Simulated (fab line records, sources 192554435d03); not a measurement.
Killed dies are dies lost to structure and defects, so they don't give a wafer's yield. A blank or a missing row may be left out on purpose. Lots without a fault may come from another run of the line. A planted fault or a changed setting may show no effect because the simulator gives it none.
Chamber matching | flow n5_finfet | N5_BEOL_M1_CVD_47 on cvd_co-02: 3 sister chambers
The step deposits Co from CCTBA/H2, target thk 3 nm, time 223.8 s. 3 wafers are shown with their chamber, then 7 later ones without.

WAFERS WITH THEIR CHAMBER
wafer  | chamber | run_length_s (s)
L907.4 | 0       | 245.2
L907.5 | 2       | 246.1
L909.1 | 1       | 247.1

WAFERS WITHOUT THEIR CHAMBER
wafer  | run_length_s (s)
L909.2 | 245.2
L922.4 | 246.7
L922.5 | 246.4
L922.6 | 245.4
L923.1 | 245.5
L923.3 | 246.4
L923.4 | 245.6

WHICH CHAMBER EACH WENT THROUGH
wafer  | from the rows above     | in truth
L909.2 | 0                       | 0
L922.4 | can't be placed: 1 or 2 | 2
L922.5 | can't be placed: 2 or 1 | 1
L922.6 | can't be placed: 0 or 2 | 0
L923.1 | can't be placed: 0 or 2 | 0
L923.3 | can't be placed: 2 or 1 | 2
L923.4 | can't be placed: 0 or 2 | 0
Placed correctly: 1 of 7. Can't be placed from these rows: 6 (the true chamber is among the candidates in 6). Placed wrongly: 0.
How it was worked out, from the rows above alone: a wafer's distance from a chamber is the root of the sum, over the readings, of the square of ((its reading less the chamber's mean) divided by the reading's scatter). The wafer belongs to the nearest chamber; if the next one is less than 2 further off, it can't be placed. A chamber's mean is the mean of its shown wafers. The scatter: with one shown wafer a chamber, the root of the mean of the squares of how far each hidden wafer lies from its nearest shown one.
